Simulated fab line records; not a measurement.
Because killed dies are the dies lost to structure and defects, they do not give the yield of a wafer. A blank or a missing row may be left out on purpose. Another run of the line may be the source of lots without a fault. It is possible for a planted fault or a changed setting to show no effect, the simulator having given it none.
fab line records | flow nand_harc
[record] lots = 13 | wafers = 39 | last_day = 34
route steps=1302 shown THIN_TSV@1269
lots that met no fault: from a run of the same line without faults
start_h: the number of hours between the record's first day and the start of the first shown wafer of the lot | wait_h: hours from the lot's prior step to this one | " repeats the value in the row above | L1.1+2: one row covering several wafers at once | - value missing, or start not given | * or withheld: withheld | < > ~ a bound
route shown NAME@n: NAME is a module with steps in the file, n the number in the route of the first one | usual: the fault-free wafers' mean and standard deviation | same: alike in all rows | chamber/n: place in a boat | sites: the reading at each site | _std_site: the standard deviation of these | _edge_site: inner sites' mean taken away from outer sites' mean | radius_mm: for every site, how far away it sits from the centre of the wafer | mask NAME#n: copy n | behind: the tool/chamber that last shaped the wafer | hold: why the lot went on hold/how many hours it stayed there/how the hold came to an end | device: the n, p or np transistor that did not switch | end of line: tests of these same wafers at the route's end | a step given without rows: its recipe and nothing more | killed: count of dies lost to structure and defects at first sort (not the wafer's yield) | map: per-die view of a wafer (x killed, . not killed, _ where there is no die)
set.NAME: the setting that was run; set.NAME@STEP: the one run at that earlier step | model.NAME: the simulator's own value behind a step, which no gauge read
steps of the route over a sample of lots; a table a step, a row a wafer
services: a tool's chamber out of use, with start hour (start_h, from the record's first day; less than 0 if before it), hours out, and reason
[[steps]]
[step NHARC_THIN_TSV_STRIP_62]
[recipe] power_w = 1500 | temp_c = 250 | time_s = 20 | chemistry = N2/H2
[usual] drypump_motor_current_A = 5.8/0.51 | heater_power_w = 331/39
[same] time_s = 20
lot.wafer | tool            | chamber | start_h | wait_h | drypump_motor_current_A | heater_power_w | rf_hours_counter_h
L458.2    | plasma_asher-02 | 0       | 553.59  | -      | 5.2                     | 355            | 26
L458.3    | "               | 0       | "       | "      | 5.2                     | 359            | -
L458.6    | "               | 1       | "       | "      | 6.6                     | 338            | -
L457.2    | plasma_asher-01 | 0       | 554.63  | -      | 5.7                     | 322            | 6
L457.5    | "               | 0       | "       | "      | 5.7                     | 330            | -
L457.6    | "               | 1       | "       | "      | 5.7                     | 269            | -
L459.2    | plasma_asher-02 | 0       | 569.05  | -      | 5.2                     | 359            | 28
L459.5    | "               | 0       | "       | "      | 5.2                     | 356            | -
L459.6    | "               | 1       | "       | "      | 6.7                     | 343            | -
L460.1    | plasma_asher-01 | 0       | 582.93  | -      | 5.7                     | 329            | 10
L460.4    | "               | 0       | "       | "      | 5.7                     | 323            | -
L460.6    | "               | 0       | "       | "      | 5.7                     | 322            | -
L461.1    | plasma_asher-01 | 0       | 583.98  | -      | 5.7                     | 319            | 10
L461.3    | "               | 1       | "       | "      | 5.7                     | 276            | -
L461.5    | "               | 0       | "       | "      | 5.7                     | 328            | -
L462.1    | plasma_asher-02 | 0       | 618.12  | -      | 5.2                     | 354            | 1
L462.2    | "               | 1       | "       | "      | 6.6                     | 380            | 1
L462.3    | "               | 0       | "       | "      | 5.2                     | 350            | -
L465.2    | plasma_asher-01 | 1       | 625.22  | -      | 5.7                     | 277            | 20
L465.4    | "               | 0       | "       | "      | 5.7                     | 331            | -
L465.5    | "               | 1       | "       | "      | 5.7                     | 273            | -
L467.2    | plasma_asher-01 | 1       | 634.93  | -      | 5.7                     | 271            | 22
L467.4    | "               | 0       | "       | "      | 5.7                     | 317            | -
L467.3    | "               | 1       | "       | "      | 5.7                     | 275            | -
L464.2    | plasma_asher-02 | 0       | 639.43  | -      | 5.2                     | 351            | 9
L464.4    | "               | 0       | "       | "      | 5.2                     | 360            | -
L464.6    | "               | 0       | "       | "      | 5.2                     | 355            | -
L468.2    | plasma_asher-02 | 0       | 640.75  | -      | 5.2                     | 357            | 9
L468.4    | "               | 1       | "       | "      | 6.6                     | 373            | -
L468.5    | "               | 1       | "       | "      | 6.6                     | 379            | -
L474.1    | plasma_asher-02 | 0       | 737.66  | -      | 5.2                     | 349            | 28
L474.4    | "               | 1       | "       | "      | 6.7                     | 375            | -
L474.6    | "               | 1       | "       | "      | 6.7                     | 380            | -
L479.4    | plasma_asher-01 | 1       | 774.36  | -      | 5.7                     | 270            | -
L479.3    | "               | 0       | "       | "      | 5.7                     | 350            | -
L479.6    | "               | 1       | "       | "      | 5.7                     | 278            | -
L478.2    | plasma_asher-01 | 0       | 810.80  | -      | 5.7                     | 345            | 23
L478.3    | "               | 0       | "       | "      | 5.7                     | 345            | -
L478.6    | "               | 0       | "       | "      | 5.7                     | 330            | -
[step NHARC_THIN_TSV_DEGAS_49]
[recipe] temp_c = 300 | time_s = 120
[usual] heater_power_w = 460/41
[same] time_s = 120
lot.wafer | tool           | chamber | start_h | wait_h | heater_power_w
L458.2    | pvd_sputter-02 | -       | 553.75  | 0.1    | 407
L458.3    | "              | -       | "       | "      | 521
L458.6    | "              | -       | "       | "      | 404
L457.2    | pvd_sputter-01 | -       | 554.80  | 0.1    | 456
L457.5    | "              | -       | "       | "      | 443
L457.6    | "              | -       | "       | "      | 493
L459.2    | pvd_sputter-03 | -       | 569.24  | 0.2    | 424
L459.5    | "              | -       | "       | "      | 482
L459.6    | "              | -       | "       | "      | 522
L460.4    | pvd_sputter-01 | -       | 583.10  | 0.1    | 488
L460.1    | "              | -       | "       | "      | 453
L460.6    | "              | -       | "       | "      | 471
L461.1    | pvd_sputter-02 | -       | 584.13  | 0.1    | 395
L461.3    | "              | -       | "       | "      | 519
L461.5    | "              | -       | "       | "      | 399
L462.2    | pvd_sputter-01 | -       | 618.29  | 0.1    | 429
L462.1    | "              | -       | "       | "      | 437
L462.3    | "              | -       | "       | "      | 515
L465.4    | pvd_sputter-01 | -       | 625.40  | 0.1    | 518
L465.2    | "              | -       | "       | "      | 435
L465.5    | "              | -       | "       | "      | 520
L467.2    | pvd_sputter-01 | -       | 635.08  | 0.1    | 530
L467.4    | "              | -       | "       | "      | 456
L467.3    | "              | -       | "       | "      | 432
L464.4    | pvd_sputter-01 | -       | 639.58  | 0.1    | 448
L464.2    | "              | -       | "       | "      | 435
L464.6    | "              | -       | "       | "      | 426
L468.4    | pvd_sputter-01 | -       | 640.91  | 0.1    | 541
L468.2    | "              | -       | "       | "      | 425
L468.5    | "              | -       | "       | "      | 448
L474.4    | pvd_sputter-02 | -       | 737.81  | 0.1    | 409
L474.1    | "              | -       | "       | "      | 495
L474.6    | "              | -       | "       | "      | 392
L479.4    | pvd_sputter-01 | -       | 774.49  | 0.1    | 467
L479.3    | "              | -       | "       | "      | 458
L479.6    | "              | -       | "       | "      | 451
L478.3    | pvd_sputter-03 | -       | 810.98  | 0.1    | 407
L478.2    | "              | -       | "       | "      | 487
L478.6    | "              | -       | "       | "      | 498
[step NHARC_THIN_TSV_PRE_CLEAN_50]
[recipe] time_s = 30 | temp_c = 280 | gas = H2/He
[usual] heater_power_w = 407/36
[same] time_s = 30
lot.wafer | tool           | chamber | start_h | wait_h | heater_power_w
L458.3    | pvd_sputter-02 | -       | -       | -      | 454
L458.2    | "              | -       | "       | "      | 424
L458.6    | "              | -       | "       | "      | 457
L457.2    | pvd_sputter-01 | -       | -       | -      | 389
L457.5    | "              | -       | "       | "      | 444
L457.6    | "              | -       | "       | "      | 421
L459.2    | pvd_sputter-03 | -       | -       | -      | 441
L459.5    | "              | -       | "       | "      | 370
L459.6    | "              | -       | "       | "      | 449
L460.1    | pvd_sputter-01 | -       | -       | -      | 445
L460.4    | "              | -       | "       | "      | 383
L460.6    | "              | -       | "       | "      | 399
L461.1    | pvd_sputter-02 | -       | -       | -      | 424
L461.3    | "              | -       | "       | "      | 366
L461.5    | "              | -       | "       | "      | 431
L462.3    | pvd_sputter-01 | -       | -       | -      | 372
L462.2    | "              | -       | "       | "      | 386
L462.1    | "              | -       | "       | "      | 461
L465.2    | pvd_sputter-01 | -       | -       | -      | 372
L465.4    | "              | -       | "       | "      | 460
L465.5    | "              | -       | "       | "      | 387
L467.4    | pvd_sputter-01 | -       | -       | -      | 465
L467.2    | "              | -       | "       | "      | 398
L467.3    | "              | -       | "       | "      | 369
L464.2    | pvd_sputter-01 | -       | -       | -      | 449
L464.4    | "              | -       | "       | "      | 397
L464.6    | "              | -       | "       | "      | 411
L468.4    | pvd_sputter-01 | -       | -       | -      | 459
L468.2    | "              | -       | "       | "      | 397
L468.5    | "              | -       | "       | "      | 400
L474.4    | pvd_sputter-02 | -       | -       | -      | 356
L474.1    | "              | -       | "       | "      | 439
L474.6    | "              | -       | "       | "      | 426
L479.3    | pvd_sputter-01 | -       | -       | -      | 410
L479.4    | "              | -       | "       | "      | 403
L479.6    | "              | -       | "       | "      | 388
L478.2    | pvd_sputter-03 | -       | -       | -      | 433
L478.3    | "              | -       | "       | "      | 354
L478.6    | "              | -       | "       | "      | 440
[step NHARC_THIN_TSV_ETCH_59]
[recipe] target_depth_a = 8800 | icp_w = 900 | bias_w = 100 | Cl2_flow_sccm = 60 | bcl3_flow_sccm = 30 | time_s = 138.1 | chemistry = Cl2/BCl3
[usual] chamber_pressure_mTorr = 10.000/0.0089 | drypump_motor_current_A = 5.4/0.46 | oes_product_au = 1.002/0.0083 | throttle_valve_pct = 22.264/0.01
[same] time_s = 138.1
lot.wafer | tool         | chamber | start_h | wait_h | chamber_pressure_mTorr | drypump_motor_current_A | oes_product_au | rf_hours_counter_h | throttle_valve_pct
L458.2    | rie_metal-01 | 1       | 557.14  | 0.1    | 10.001                 | 4.7                     | 1.018          | 2.7                | 22.267
L458.3    | "            | 0       | "       | "      | 9.997                  | 4.9                     | 0.991          | -                  | 22.257
L458.6    | "            | 0       | "       | "      | 9.992                  | 4.9                     | 1.003          | -                  | 22.279
L457.2    | rie_metal-03 | 1       | 558.23  | 0.1    | 10.003                 | 5.5                     | 1.002          | 0.8                | 22.261
L457.5    | "            | 0       | "       | "      | 9.998                  | 5.8                     | 1.008          | -                  | 22.261
L457.6    | "            | 1       | "       | "      | 10.010                 | 5.5                     | 1.012          | -                  | 22.271
L459.2    | rie_metal-03 | 0       | 572.55  | 0.1    | 9.986                  | 5.8                     | 1.008          | 1.0                | 22.265
L459.6    | "            | 0       | "       | "      | 9.994                  | 5.8                     | 1.017          | -                  | 22.277
L459.5    | "            | 1       | "       | "      | 10.015                 | 5.5                     | 1.005          | -                  | 22.260
L460.1    | rie_metal-01 | 0       | 586.41  | 0.1    | 10.001                 | 5.0                     | 1.011          | 0.0                | 22.270
L460.4    | "            | 1       | "       | "      | 9.989                  | 4.7                     | 1.008          | -                  | 22.258
L460.6    | "            | 0       | "       | "      | 10.003                 | 4.9                     | 1.005          | -                  | 22.255
L461.1    | rie_metal-02 | 0       | 587.55  | 0.1    | 9.997                  | 5.9                     | 1.001          | 1.8                | 22.249
L461.3    | "            | 1       | "       | "      | 10.012                 | 5.6                     | 0.993          | -                  | 22.258
L461.5    | "            | 1       | "       | "      | 10.009                 | 5.6                     | 0.997          | -                  | 22.250
L462.1    | rie_metal-02 | 0       | 621.61  | 0.1    | 10.003                 | 6.0                     | 1.008          | 2.0                | 22.272
L462.2    | "            | 1       | "       | "      | 10.006                 | 5.7                     | 1.000          | 2.7                | 22.266
L462.3    | "            | 0       | "       | "      | 10.001                 | 5.9                     | 0.998          | -                  | 22.268
L465.2    | rie_metal-02 | 1       | 628.86  | 0.1    | 10.014                 | 5.6                     | 0.988          | 3.0                | 22.255
L465.4    | "            | 1       | "       | "      | 9.996                  | 5.7                     | 0.985          | -                  | 22.262
L465.5    | "            | 1       | "       | "      | 10.020                 | 5.6                     | 0.988          | -                  | 22.281
L467.2    | rie_metal-03 | 1       | 638.54  | 0.1    | 10.001                 | 5.4                     | 0.999          | 2.1                | 22.265
L467.4    | "            | 0       | "       | "      | 9.969                  | 5.8                     | 0.993          | -                  | 22.270
L467.3    | "            | 1       | "       | "      | 9.994                  | 5.4                     | 1.000          | -                  | 22.278
L464.2    | rie_metal-02 | 0       | 643.10  | 0.2    | 9.995                  | 6.0                     | 1.006          | 0.0                | 22.263
L464.4    | "            | 1       | "       | "      | 10.009                 | 5.6                     | 0.990          | -                  | 22.253
L464.6    | "            | 1       | "       | "      | 9.998                  | 5.6                     | 1.004          | -                  | 22.252
L468.2    | rie_metal-01 | 0       | 644.18  | 0.1    | 9.997                  | 4.9                     | 1.002          | 1.2                | 22.271
L468.4    | "            | 1       | "       | "      | 9.999                  | 4.7                     | 1.002          | -                  | 22.269
L468.5    | "            | 0       | "       | "      | 9.997                  | 4.9                     | 0.997          | -                  | 22.274
L474.1    | rie_metal-02 | 1       | 741.23  | 0.1    | 9.993                  | 5.6                     | 0.942          | 1.4                | 22.268
L474.4    | "            | 0       | "       | "      | 10.002                 | 5.9                     | 1.013          | -                  | 22.263
L474.6    | "            | 1       | "       | "      | 9.993                  | 5.6                     | 1.003          | -                  | 22.261
L479.3    | rie_metal-01 | 1       | 777.94  | 0.3    | 9.998                  | 4.7                     | 0.987          | -                  | 22.273
L479.4    | "            | 1       | "       | "      | 10.001                 | 4.7                     | 0.985          | -                  | 22.277
L479.6    | "            | 1       | "       | "      | 10.009                 | 4.7                     | 0.999          | -                  | 22.241
L478.2    | rie_metal-03 | 0       | 814.26  | 0.1    | 10.002                 | 5.8                     | 0.996          | 1.8                | 22.258
L478.3    | "            | 0       | "       | "      | 9.998                  | 5.8                     | 0.987          | -                  | 22.259
L478.6    | "            | 1       | "       | "      | 9.987                  | 5.5                     | 0.998          | -                  | 22.276
[[services]]
tool            | chamber | start_h | hours | kind
pvd_sputter-03  | -       | 530.02  | 2.3   | repair
pvd_sputter-02  | -       | 552.91  | 0.8   | repair
rie_metal-01    | -       | 575.00  | 9.0   | pm
pvd_sputter-01  | -       | 580.46  | 1.2   | repair
pvd_sputter-01  | -       | 584.16  | 10.0  | pm
plasma_asher-02 | -       | 603.00  | 9.0   | pm
rie_metal-02    | -       | 620.23  | 0.6   | repair
pvd_sputter-03  | -       | 625.27  | 1.1   | repair
rie_metal-02    | -       | 631.00  | 9.0   | pm
pvd_sputter-02  | -       | 634.13  | 6.8   | repair
pvd_sputter-03  | -       | 656.35  | 7.7   | repair
plasma_asher-01 | -       | 666.84  | 3.5   | repair
pvd_sputter-01  | -       | 667.92  | 2.1   | repair
plasma_asher-02 | -       | 670.12  | 11.2  | repair
plasma_asher-01 | -       | 696.00  | 9.0   | pm
rie_metal-03    | -       | 696.00  | 9.0   | pm
pvd_sputter-03  | -       | 704.00  | 10.0  | pm
rie_metal-02    | -       | 709.83  | 0.5   | repair
pvd_sputter-01  | -       | 714.06  | 1.1   | repair
rie_metal-02    | -       | 728.84  | 0.5   | repair
pvd_sputter-02  | -       | 735.36  | 1.2   | repair
pvd_sputter-01  | -       | 762.16  | 10.0  | pm
plasma_asher-02 | -       | 780.00  | 9.0   | pm
rie_metal-02    | -       | 808.00  | 9.0   | pm
[[key]]
[first_sign] step = NHARC_THIN_TSV_ETCH_59 | reading = oes_product_au | direction = down | sigmas = 7.1 | usual = 1.002 | struck = 0.942
effect none on later readings
met_at NHARC_THIN_TSV_ETCH_59
struck_lots L474
struck_wafers L474.1
later_rows_left_out L474.1
sort_left_out L474.1
not_acting_at NHARC_THIN_TSV_STRIP_62,NHARC_THIN_TSV_DEGAS_49,NHARC_THIN_TSV_PRE_CLEAN_50
onset_between 643.10 741.23
[fault] kind = process_parameter_drift | tool = rie_metal-02 | chamber = - | onset_h = 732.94 | steps = NHARC_THIN_TSV_ETCH_59 | channel = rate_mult | offset = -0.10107 | shape = step | end_h = 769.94 | scope = struck_wafers_only
// sort_left_out: the simulated sort isn't trusted on such a fault, so these wafers' sort isn't shown, and their yield isn't known
// later_rows_left_out: the simulator's readings of these wafers behind a module that went badly wrong aren't trusted and aren't shown, but for the sort
